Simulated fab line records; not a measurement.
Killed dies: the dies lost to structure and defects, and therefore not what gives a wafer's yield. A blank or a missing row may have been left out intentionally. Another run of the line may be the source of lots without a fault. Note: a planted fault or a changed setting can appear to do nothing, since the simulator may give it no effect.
Comparing a struck lot with a sound one + flow n5_finfet + 15 steps out of a route of 1938
Sound: wafers L992.3, L992.4, L992.5. Wafers struck: L106.1, L106.2, L106.5. The cause comes at the end.
At each step with rows: each side's tool, then ch and its chambers, then its first start. Under that, the readings that differ: sound wafers + struck wafers + difference of the means + sigmas: that difference in standard deviations of wafers without a fault.
alike: same words and numbers on both sides, and readings whose means sit less than 2 such deviations apart. not compared: any withheld reading, any reading some wafer has no value for, any bound like >300 that may hide the same value, and any number with overlapping values for which the record gives no deviation.
Wherever a step has rows on one side only, a row that says differs or no value, or a row with sigmas, the two part there. Numbers that don't overlap but have no deviation are shown without sigmas and don't part them. Lack of a reading on every wafer of one side parts them only where that side has two or more wafers.

N5_BEOL_M11_VIA_ETCH_34: etches SiCOH lowk in C4F6/O2, target depth 184.5 nm, time 69.2 s.
  sound on rie_diel-02 ch 1,2, day 10 19:10; struck on rie_diel-06 ch 2,3, day 14 17:01
  alike: drypump_motor_current_A, mfc_ar_sccm, oes_product_au, rf_fwd_power_W, rf_vpp_V, showerhead_plenum_p_Torr, throttle_valve_pct
  not compared: rf_hours_counter_h
then, 1 step without rows for these wafers: N5_BEOL_M11_STRIP_73 (strips in C4F6/O2).
N5_BEOL_M11_STRIP_36: strips in N2/H2.
  sound on rie_diel-02 ch 1,2, day 10 19:14; struck on rie_diel-06 ch 2,3, day 14 17:05
  alike: drypump_motor_current_A, oes_product_au, rf_vpp_V, showerhead_plenum_p_Torr, throttle_valve_pct
  not compared: rf_hours_counter_h
N5_BEOL_M11_TRENCH_ETCH_37: etches SiCOH lowk in C4F6/O2, target depth 148.83 nm, time 48 s.
  sound on rie_diel-02 ch 1,2; struck on rie_diel-06 ch 2,3
  alike: drypump_motor_current_A, mfc_ar_sccm, oes_product_au, rf_fwd_power_W, rf_vpp_V, showerhead_plenum_p_Torr, throttle_valve_pct
  not compared: rf_hours_counter_h
N5_BEOL_M11_ETCH_41: etches SiCN in CH3F/O2, target depth 42.6 nm, time 86 s.
  sound on rie_diel-02 ch 1,2; struck on rie_diel-06 ch 2,3
  alike: drypump_motor_current_A, mfc_ar_sccm, oes_product_au, rf_fwd_power_W, rf_vpp_V, showerhead_plenum_p_Torr, throttle_valve_pct
  not compared: rf_hours_counter_h
N5_BEOL_M11_STRIP_77: strips in N2/H2, time 10 s.
  sound on rie_diel-02 ch 1,2; struck on rie_diel-06 ch 2,3
  alike: drypump_motor_current_A, oes_product_au, rf_vpp_V, showerhead_plenum_p_Torr, throttle_valve_pct
  not compared: rf_hours_counter_h
N5_BEOL_M11_OCD_MEAS_38:
  sound on ocd-01, day 10 19:28; struck on ocd-02, day 14 17:18
  alike: trench_depth_nm
then, 4 steps without rows for these wafers: N5_BEOL_M11_HM_STRIP_39 (strips TiN in peroxide tin strip, target depth 25 nm, time 158 s); N5_BEOL_M11_SRD_40 (time 30 s); N5_BEOL_M11_PRECLEAN_42 (cleans in residue remover, time 60 s); N5_BEOL_M11_SRD_43 (time 30 s).
N5_BEOL_M11_CD_MEAS_35: the cd target is 70 nm.
  sound on cd_sem-03, day 10 19:37; struck on cd_sem-02, day 14 17:27
  alike: cd_nm
N5_BEOL_M11_CURE_72: cures SiCOH lowk, time 120 s.
  sound on uv_cure-03 ch 0, day 10 19:45; struck on uv_cure-03 ch 1, day 14 17:40
  no value came back on the struck wafers for lamp_power_pct (%), run_length_s (s), wafer_temp_C_max; on the sound wafers lamp_power_pct (%) reads 52.35 52.24 52.32
then, 1 step without rows for these wafers: N5_BEOL_M11_DEGAS_44 (time 60 s).
N5_PASSIVATION_PROBE_49:
  only the struck wafers here have rows in the record (prober-01, day 16 13:38); the sound ones have none

== WHERE THEY PART ==
Earliest at N5_BEOL_M11_CURE_72; latest, in this record, at N5_PASSIVATION_PROBE_49.

WHY: whatever the simulator had introduced
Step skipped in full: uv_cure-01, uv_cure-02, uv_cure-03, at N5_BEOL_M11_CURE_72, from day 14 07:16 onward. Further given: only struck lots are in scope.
